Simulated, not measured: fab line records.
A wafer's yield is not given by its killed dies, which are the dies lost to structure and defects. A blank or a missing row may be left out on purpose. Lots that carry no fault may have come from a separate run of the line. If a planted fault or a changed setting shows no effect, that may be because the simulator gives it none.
Comparing a struck lot with a sound one | flow n5Finfet | 19 out of 1938 route steps
Sound: these wafers, L416.3, L416.4, L416.6. Struck: wafers L423.1, L423.2, L423.4. At the end, the cause is stated.
Order at every step that has rows: each side's tool, ch and its chambers, its first start. Under that, the readings that differ: sound wafers | struck wafers | difference of the means | sigmas: that difference in standard deviations of wafers without a fault.
alike: readings whose means differ by less than 2 such deviations, and words and numbers that are the same on both sides. not compared: withheld readings, readings that some wafer has no value for, bounds like >300 that may hide the same value, and numbers for which the record gives no deviation and whose values overlap.
The two part at a step that has a row with sigmas, a row that says differs or no value, or rows on one side only. When numbers do not overlap yet have no deviation, they are printed without sigmas and do not part them. Lack of a reading on every wafer of one side parts them only where that side has two or more wafers.

first, 7 steps without rows for these wafers: N5_BEOL_M7_COAT_60 (time 60 s, resist thk 35 nm); N5_BEOL_M7_COAT_05 (resist thk 90 nm); N5_BEOL_M7_EBR_07; N5_BEOL_M7_SOFTBAKE_06 (time 60 s); N5_BEOL_M7_EXPOSE_08 (exposes mask M7); N5_BEOL_M7_PEB_09 (peb time 60 s); N5_BEOL_M7_DEVELOP_10 (develop time 30 s).
N5_BEOL_M7_CD_MEAS_11: target cd 38.5 nm.
  sound on cdSem-03 ch 0, day 10 12:44; struck on cdSem-01 ch 0, day 12 06:51
  alike: cdNm
N5_BEOL_M7_OVL_MEAS_12:
  sound on overlay-01 ch 0, day 10 12:46; struck on overlay-01 ch 0, day 12 06:53
  alike: M7_OVL
N5_BEOL_M7_INSPECT_13: inspects for defects (brightfield).
  struck on defectInspect-01, day 12 06:55; sound on defectInspect-02, day 10 12:47
  alike: rawDefectCount
N5_BEOL_M7_DESCUM_16: chemistry O2, time 7.9 s.
  sound on rieDiel-02 ch 1,2, day 10 12:49; struck on rieDiel-02 ch 0,1,3, day 12 07:44
  alike: biasPowerW, drypumpMotorCurrentA, oesProductAu, rfVppV, showerheadPlenumPTorr, throttleValvePct
  not compared: rfHoursCounterH
N5_BEOL_M7_ETCH_61: etches SiARC in CF4, target depth 45.5 nm, time 75.8 s.
  sound on rieDiel-02 ch 1,2, day 10 12:51; struck on rieDiel-02 ch 0,1,3, day 12 07:47
  alike: biasW, cf4FlowSccm, drypumpMotorCurrentA, etchRfOnTimeS, oesProductAu, rfVppV, showerheadPlenumPTorr, throttleValvePct
  not compared: rfHoursCounterH
N5_BEOL_M7_ETCH_62: etches SOC in N2/H2, target depth 110 nm, overetch 22 nm, time 165 s.
  sound on rieDiel-02 ch 1,2, day 10 12:55; struck on rieDiel-02 ch 0,1,3, day 12 07:50
  no value came back on the struck wafers for any of 7 readings (biasW (W), chamberPressureMTorr (mTorr) and others); on the sound wafers biasW (W) reads 150.1 149.7 150.0
reading                                     | sound      | struck         | difference | sigmas
model.CAR-ArF_of_BEOL_M7_COAT_05.thkNm (nm) | 0 0 0      | 50.6 50.8 50.6 | +50.7      | 
model.SiARC_of_BEOL_M7_COAT_60.thkNm (nm)   | 28 27.8 28 | 34.8 34.8 34.8 | +6.9       | 
  not compared: rfHoursCounterH
then, 1 step without rows for these wafers: N5_BEOL_M7_STRIP_68 (strips in N2/H2).
N5_BEOL_M7_STRIP_67: strips in CF4.
  sound on rieDiel-02 ch 1,2, day 10 13:03; struck on rieDiel-02 ch 0,1,3, day 12 07:59
  alike: biasPowerW, drypumpMotorCurrentA, oesProductAu, rfVppV, showerheadPlenumPTorr, throttleValvePct
  not compared: rfHoursCounterH
N5_BEOL_M7_HM_OPEN_17: chemistry Cl2/BCl3, target TiN, target depth 20 nm, overetch 6 nm.
  sound on rieMetal-03 ch 0,1, day 10 13:07; struck on rieMetal-03 ch 0,1, day 12 08:01
reading              | sound             | struck            | difference | sigmas
oesProductAu (a.u.)  | 0.58 0.75 0.57    | 0.32 0.25 0.25    | -0.36      | -4
throttleValvePct (%) | 22.03 22.22 22.04 | 22.91 22.69 22.69 | +0.67      | +3
  alike: drypumpMotorCurrentA
  not compared: rfHoursCounterH
N5_BEOL_M7_STRIP_19: strips in O2.
  sound on rieDiel-02 ch 0,1,3, day 10 13:12; struck on rieDiel-03 ch 1,2,3, day 12 08:11
  alike: drypumpMotorCurrentA, oesProductAu, rfVppV, showerheadPlenumPTorr, throttleValvePct
  not compared: rfHoursCounterH
N5_BEOL_M7_CD_MEAS_18: pitch 80 nm, target cd 40 nm.
  struck on cdSem-03, day 12 08:16; sound on cdSem-03, day 10 13:17
reading   | sound          | struck | difference                    | sigmas
cdNm (nm) | 41.2 41.1 40.1 | - - -  | no value on the struck wafers | 
then, 1 step without rows for these wafers: N5_BEOL_M7_COAT_63 (time 60 s, resist thk 60 nm).

## WHERE THEY PART
First at N5_BEOL_M7_ETCH_62; last, within this record, at N5_BEOL_M7_CD_MEAS_18.

WHY: what had been put in by the simulator
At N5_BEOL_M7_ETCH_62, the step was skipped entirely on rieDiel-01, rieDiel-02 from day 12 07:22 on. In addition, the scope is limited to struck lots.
